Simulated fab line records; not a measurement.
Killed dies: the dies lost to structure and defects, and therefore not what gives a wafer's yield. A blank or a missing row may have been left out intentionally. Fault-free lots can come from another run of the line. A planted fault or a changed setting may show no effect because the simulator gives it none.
A struck lot beside a sound one + flow nand_harc + 14 out of 1302 route steps
Sound: these wafers, L220.1, L220.2, L220.3. Struck: wafers L215.2, L215.4, L215.5. The cause is given at the end.
At each step with rows: each side's tool, then ch and its chambers, then its first start. Under that, the readings that differ: sound wafers + struck wafers + difference of the means + sigmas: that difference in standard deviations of wafers without a fault.
alike: words and numbers the same on both sides, and readings whose means are apart by under 2 such deviations; not compared: readings that were withheld, readings missing a value for some wafer, numbers with overlapping values and no deviation given by the record, and bounds like >300 which may hide the same value.
Wherever a step has rows on one side only, a row that says differs or no value, or a row with sigmas, the two part there. Numbers that have no deviation but don't overlap get no sigmas and don't part them. A reading that every wafer of one side lacks parts them only if that side has two wafers or more.

NHARC_P_STI_DESCUM_14: chemistry O2, time 3 s.
  sound on rie_diel-11 ch 0,1,2, day 8 14:58; struck on rie_diel-10 ch 0,1,2, day 6 14:58
  alike: drypump_motor_current_A, oes_product_au, rf_vpp_V, showerhead_plenum_p_Torr, throttle_valve_pct
  not compared: rf_hours_counter_h
NHARC_P_STI_ETCH_42: etches the open film in N2/H2, target depth 80 nm, overetch 24 nm, time 61 s.
  sound on rie_diel-11 ch 0,1,2, day 8 15:03; struck on rie_diel-10 ch 0,1, day 6 15:03
  alike: bias_w, drypump_motor_current_A, oes_product_au, rf_fwd_power_W, rf_vpp_V, showerhead_plenum_p_Torr, throttle_valve_pct
  not compared: rf_hours_counter_h
NHARC_P_STI_ETCH_31: etches the open film in CF4/CHF3, target depth 108.9 nm, time 54.5 s.
  sound: rie_diel-11 ch 1,2,3; struck: rie_diel-10 ch 0,1
  alike: bias_w, drypump_motor_current_A, oes_product_au, rf_fwd_power_W, rf_vpp_V, showerhead_plenum_p_Torr, throttle_valve_pct
  not compared: rf_hours_counter_h
NHARC_P_STI_ETCH_15: etches the open film in HBr/Cl2, target depth 300 nm, time 100.1 s.
  sound on rie_si-05 ch 0,1,3, day 8 15:16; struck on rie_si-06 ch 2,3, day 6 15:15
  alike: bias_w, drypump_motor_current_A, hbr_flow_sccm, oes_product_au, rf_fwd_power_W, throttle_valve_pct
  not compared: rf_hours_counter_h
NHARC_P_STI_CD_MEAS_16:
  sound: cd_sem-01 at day 8 15:25; struck: cd_sem-02 at day 6 15:24
  alike: cd_nm
NHARC_P_STI_OCD_MEAS_17:
  sound: ocd-01 at day 8 15:29; struck: ocd-01 at day 6 15:29
  alike: trench_depth_nm, trench_foot_cd_nm
then, 3 steps without rows for these wafers: NHARC_P_STI_STRIP_19 (strips in SPM, time 900 s); NHARC_P_STI_PRECLEAN_32 (cleans in SC1); NHARC_P_STI_SRD_23.
NHARC_P_STI_OCD_MEAS_43:
  sound: ocd-01 at day 8 16:00; struck: ocd-01 at day 6 16:00
  alike: trench_depth_nm, trench_foot_cd_nm
then, 2 steps without rows for these wafers: NHARC_P_STI_OXIDE_33 (material SiO2, target thk 10 nm, ox time 281 s); NHARC_P_STI_HDPCVD_20 (deposits SiO2).
NHARC_P_STI_ANNEAL_34: time 1800 s.
  sound on furnace-03 ch 0, day 9 12:28; struck on furnace-03, day 7 06:50
  no value came back on the struck wafers for run_length_s (s), spike_tc_bottom_C (C); on the sound wafers run_length_s (s) reads 1833 1833 1833
NHARC_P_STI_CMP_21: polishes, t overpolish 20 s, target thk 380.67 nm.
  sound on cmp-02 ch 0,1,3, day 9 17:24; struck on cmp-04 ch 0,3, day 7 11:45
  alike: motor_current_A, overpolish_run_s

WHERE THEY PART
At NHARC_P_STI_ANNEAL_34 and nowhere else, as far as this record goes. Later steps at which nothing parts them and some readings are alike: NHARC_P_STI_CMP_21.

WHY: what had been put in by the simulator
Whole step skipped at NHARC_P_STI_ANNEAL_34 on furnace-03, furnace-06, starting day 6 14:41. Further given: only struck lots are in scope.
